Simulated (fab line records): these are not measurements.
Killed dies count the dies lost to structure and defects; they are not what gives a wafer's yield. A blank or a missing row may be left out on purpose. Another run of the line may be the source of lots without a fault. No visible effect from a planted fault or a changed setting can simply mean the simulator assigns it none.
Lot-split experiment / flow n5 finfet / 21 wafers read across 7 lots, on a route 1938 steps long

== SPLIT DETAILS ==
At N5_BEOL_M14_TRENCH_ETCH_34 (etches SiO2 in C4F8/O2/Ar, target depth 556.65 nm, time 126.9 s), the setting bias w was moved away from the recipe's 2040 W on 9 of the 21 wafers read, by -17.4% to +14.6%. For the rest of the wafers, this setting stayed at what the recipe calls for.

The reading is taken at the split's own step.

== THE READING ==
rf vpp V, in V, at N5_BEOL_M14_TRENCH_ETCH_34 (etches SiO2 in C4F8/O2/Ar, target depth 556.65 nm, time 126.9 s). On this fab line, fault-free wafers typically give 2209 V with a standard deviation of 35 V.

wafer=L075.2; tool, chamber at the split=rie diel-04, 2; bias w as run, W=1915; against the recipe=-6.1%; rf vpp V, V=2161; against lot-mates on the recipe=-83
wafer=L075.3; tool, chamber at the split=rie diel-04, 1; bias w as run, W=2040; against the recipe=recipe; rf vpp V, V=2257; against lot-mates on the recipe=-
wafer=L075.4; tool, chamber at the split=rie diel-04, 3; bias w as run, W=2040; against the recipe=recipe; rf vpp V, V=2231; against lot-mates on the recipe=-
wafer=L077.3; tool, chamber at the split=rie diel-04, 0; bias w as run, W=2040; against the recipe=recipe; rf vpp V, V=2201; against lot-mates on the recipe=-
wafer=L077.4; tool, chamber at the split=rie diel-04, 2; bias w as run, W=2040; against the recipe=recipe; rf vpp V, V=2258; against lot-mates on the recipe=-
wafer=L077.6; tool, chamber at the split=rie diel-04, 3; bias w as run, W=1830; against the recipe=-10.3%; rf vpp V, V=2067; against lot-mates on the recipe=-162
wafer=L080.3; tool, chamber at the split=rie diel-03, 0; bias w as run, W=1685; against the recipe=-17.4%; rf vpp V, V=1917; against lot-mates on the recipe=-326
wafer=L080.4; tool, chamber at the split=rie diel-03, 1; bias w as run, W=2040; against the recipe=recipe; rf vpp V, V=2243; against lot-mates on the recipe=-
wafer=L080.6; tool, chamber at the split=rie diel-03, 3; bias w as run, W=1685; against the recipe=-17.4%; rf vpp V, V=1880; against lot-mates on the recipe=-363
wafer=L084.1; tool, chamber at the split=rie diel-04, 3; bias w as run, W=2040; against the recipe=recipe; rf vpp V, V=2231; against lot-mates on the recipe=-
wafer=L084.3; tool, chamber at the split=rie diel-04, 1; bias w as run, W=2040; against the recipe=recipe; rf vpp V, V=2256; against lot-mates on the recipe=-
wafer=L084.5; tool, chamber at the split=rie diel-04, 3; bias w as run, W=2336; against the recipe=+14.5%; rf vpp V, V=2447; against lot-mates on the recipe=+204
wafer=L092.1; tool, chamber at the split=rie diel-03, 1; bias w as run, W=2040; against the recipe=recipe; rf vpp V, V=2239; against lot-mates on the recipe=-
wafer=L092.3; tool, chamber at the split=rie diel-03, 3; bias w as run, W=2040; against the recipe=recipe; rf vpp V, V=2151; against lot-mates on the recipe=-
wafer=L092.6; tool, chamber at the split=rie diel-03, 1; bias w as run, W=2313; against the recipe=+13.4%; rf vpp V, V=2442; against lot-mates on the recipe=+247
wafer=L095.1; tool, chamber at the split=rie diel-03, 3; bias w as run, W=2040; against the recipe=recipe; rf vpp V, V=2151; against lot-mates on the recipe=-
wafer=L095.3; tool, chamber at the split=rie diel-03, 0; bias w as run, W=2040; against the recipe=recipe; rf vpp V, V=2193; against lot-mates on the recipe=-
wafer=L095.6; tool, chamber at the split=rie diel-03, 3; bias w as run, W=2040; against the recipe=recipe; rf vpp V, V=2150; against lot-mates on the recipe=-
wafer=L096.2; tool, chamber at the split=rie diel-01, 3; bias w as run, W=2338; against the recipe=+14.6%; rf vpp V, V=2387; against lot-mates on the recipe=no lot-mate on the recipe
wafer=L096.3; tool, chamber at the split=rie diel-01, 1; bias w as run, W=2338; against the recipe=+14.6%; rf vpp V, V=2437; against lot-mates on the recipe=no lot-mate on the recipe
wafer=L096.4; tool, chamber at the split=rie diel-01, 0; bias w as run, W=2338; against the recipe=+14.6%; rf vpp V, V=2383; against lot-mates on the recipe=no lot-mate on the recipe

FIT RESULTS
A straight line over all 21 wafers: rf vpp V changes by +15.5 V for each +1% of bias w; r = +0.96; the points scatter about the line by 42 V.
The same after taking each lot's own level away (the mean of its wafers on the recipe; 18 wafers): +17.9 V for each +1%; r = +0.98; scatter 30 V.
On that fit, the largest move of bias w shifts the reading by 3.1e+02 V.
The lots' own levels span 2164.7 to 2244.0 V, that is 2.3 times the standard deviation above.
So the lot-to-lot level changes the slope: the two fits differ.
Check: with one of the wafers moved furthest among these (-17.4%) left out of the fit, the line predicts -310 V for it against its lot-mates. Against them it came out at -326 V.
Tool readings at the split's step, against how far the setting was moved: rf vpp V r = +0.96.

== FURTHER SPLITS ON THESE WAFERS ==
Before the reading, these wafers also passed through other splits. Each is held against what the fit with the lots' levels taken away leaves over:
other split on the same wafers=N5_BEOL_M10_HM_DEP_02 target thk a; wafers away from the commonest value=4; r with rf vpp V (lot level and that fit taken away)=+0.38
other split on the same wafers=N5_BEOL_M10_DEP_56 time s; wafers away from the commonest value=7; r with rf vpp V (lot level and that fit taken away)=+0.06
other split on the same wafers=N5_BEOL_M11_DESCUM_16 time s; wafers away from the commonest value=6; r with rf vpp V (lot level and that fit taken away)=+0.25
other split on the same wafers=N5_BEOL_M11_COAT_64 spin rpm; wafers away from the commonest value=8; r with rf vpp V (lot level and that fit taken away)=+0.07
other split on the same wafers=N5_BEOL_M12_SPUTTER_43 power w; wafers away from the commonest value=4; r with rf vpp V (lot level and that fit taken away)=-0.17
other split on the same wafers=N5_BEOL_M12_DEP_53 time s; wafers away from the commonest value=7; r with rf vpp V (lot level and that fit taken away)=+0.41
other split on the same wafers=N5_BEOL_M13_CMP_49 down force psi; wafers away from the commonest value=8; r with rf vpp V (lot level and that fit taken away)=+0.13
other split on the same wafers=N5_BEOL_M14_ILD_DEP_00 temp c; wafers away from the commonest value=6; r with rf vpp V (lot level and that fit taken away)=+0.14

== THE FILE'S OWN FIT ==
rf vpp V changes by +17.3 V for each +1% of bias w, r = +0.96.
